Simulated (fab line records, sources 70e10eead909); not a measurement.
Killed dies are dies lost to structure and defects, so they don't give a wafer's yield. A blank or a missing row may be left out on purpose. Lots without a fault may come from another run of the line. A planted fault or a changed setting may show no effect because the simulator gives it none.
Which tool did it? | flow nand_harc | 10 lots, 30 wafers sampled, at 4 steps of a route of 1302

WHAT THE GAUGES READ, wafer by wafer
NHARC_A_M0_CD_MEAS_09: target cd 80 nm.
lot  | measured     | on        | cd_nm (nm)
L645 | day 23 03:03 | cd_sem-02 | 80.1 80.6 80.4
L651 | day 25 08:07 | cd_sem-01 | 80.0 79.9 80.3
L653 | day 26 12:11 | cd_sem-03 | 74.1 74.7 74.1 74.1 74.6 74.1
L655 | day 27 21:42 | cd_sem-01 | 75.6 75.6 75.0 75.4 75.2 75.3
L657 | day 28 08:17 | cd_sem-01 | 76.3 75.6 76.2 76.3 75.2 76.3
L659 | day 29 21:25 | cd_sem-03 | 79.8 79.6 80.0
L660 | day 29 23:26 | cd_sem-03 | 78.1 78.8 79.4
L658 | day 30 04:14 | cd_sem-02 | 80.5 79.8 80.0
L664 | day 31 06:35 | cd_sem-03 | 78.8 79.8 80.3
L667 | day 32 06:00 | cd_sem-02 | 79.0 79.6 79.5

WHICH TOOL RAN EACH LOT (tool, then ch and the chambers of the sampled wafers, then the start)
lot  | NHARC_A_BLC_ETCH_17                           | NHARC_A_BLC_CVD_24                       | NHARC_A_M0_EXPOSE_06
L645 | rie_diel-10 ch 0,2,3, day 23 02:55 or earlier | cvd_w-01 ch 1, day 23 02:55 or earlier   | arfi_scanner-02 ch 0, day 23 02:55
L651 | rie_diel-13 ch 0,1, day 25 07:59 or earlier   | cvd_w-02 ch 0, day 25 07:59 or earlier   | arfi_scanner-02 ch 0, day 25 07:59
L653 | rie_diel-12 ch 1,3, day 26 12:03 or earlier   | cvd_w-01 ch 0,1, day 26 12:03 or earlier | arfi_scanner-03 ch 0, day 26 12:03
L655 | rie_diel-10 ch 0,2, day 27 21:34 or earlier   | cvd_w-01 ch 0,1, day 27 21:34 or earlier | arfi_scanner-03 ch 0, day 27 21:34
L657 | rie_diel-13 ch 1,3, day 28 08:08 or earlier   | cvd_w-01 ch 0, day 28 08:08 or earlier   | arfi_scanner-03 ch 0, day 28 08:08
L659 | rie_diel-10 ch 1,3, day 29 17:14              | cvd_w-02 ch 0,1, day 29 21:17 or earlier | arfi_scanner-02 ch 0, day 29 21:17
L660 | rie_diel-10 ch 0,3, day 29 23:17 or earlier   | cvd_w-02 ch 0,1, day 29 23:17 or earlier | arfi_scanner-02 ch 0, day 29 23:17
L658 | rie_diel-12 ch 0,1, day 30 04:05 or earlier   | cvd_w-01 ch 0,1, day 30 04:05 or earlier | arfi_scanner-01 ch 0, day 30 04:05
L664 | rie_diel-10 ch 2,3, day 31 06:27 or earlier   | cvd_w-02 ch 0,1, day 31 06:27 or earlier | arfi_scanner-02 ch 0, day 31 06:27
L667 | rie_diel-13 ch 1,2,3, day 32 05:52 or earlier | cvd_w-01 ch 0,1, day 32 05:52 or earlier | arfi_scanner-01 ch 0, day 32 05:52
- NHARC_A_BLC_ETCH_17: etches the open film in N2/H2, target depth 390 nm, time 609.38 s.
- NHARC_A_BLC_CVD_24: deposits W, target thk 150 nm, time 434 s.
- NHARC_A_M0_EXPOSE_06: exposes mask A M0, target cd 80 nm.

THE ANSWER, worked out from the rows above alone
Rule: what is usual is taken from the lots themselves. Put in order of their means at a reading, lots are off if they are a third of the lots or fewer, leave a main group of 4 or more, and stand apart from it by a gap of 3 or more times the standard deviation of the main group's means; of several such gaps the widest counts. A main group whose means are all the same, to the digits that the tables above print for the reading, isn't used. A lot without any number at a reading at which 4 lots or more have one is off too. The other lots that the step has rows for count as sound.
Off: L653, L655, L657, at NHARC_A_M0_CD_MEAS_09 (cd_nm). The main group: mean 79.7 nm, standard deviation 0.5.
A tool fits if, at a process step before that reading, it ran every lot that is off, and no sound lot after the first of them. The gauges at NHARC_A_M0_CD_MEAS_09 are tried like those tools. NHARC_A_BLC_ETCH_17 gives no start for some lots, so the hours and the order of its lots are those of NHARC_A_M0_EXPOSE_06. NHARC_A_BLC_CVD_24 gives no start for some lots, so the hours and the order of its lots are those of NHARC_A_M0_EXPOSE_06. One fits: arfi_scanner-03 at NHARC_A_M0_EXPOSE_06. It ran no sound lot before its first lot that is off in this sample, so the start can't be narrowed down.

WHAT THE SIMULATOR HAD PUT IN
Process parameter drift: arfi_scanner-03, from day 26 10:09 on, at NHARC_A_M0_EXPOSE_06. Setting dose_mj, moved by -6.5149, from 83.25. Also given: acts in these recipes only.
Lots struck among those shown: L653, L655, L657. The rule above found the same.
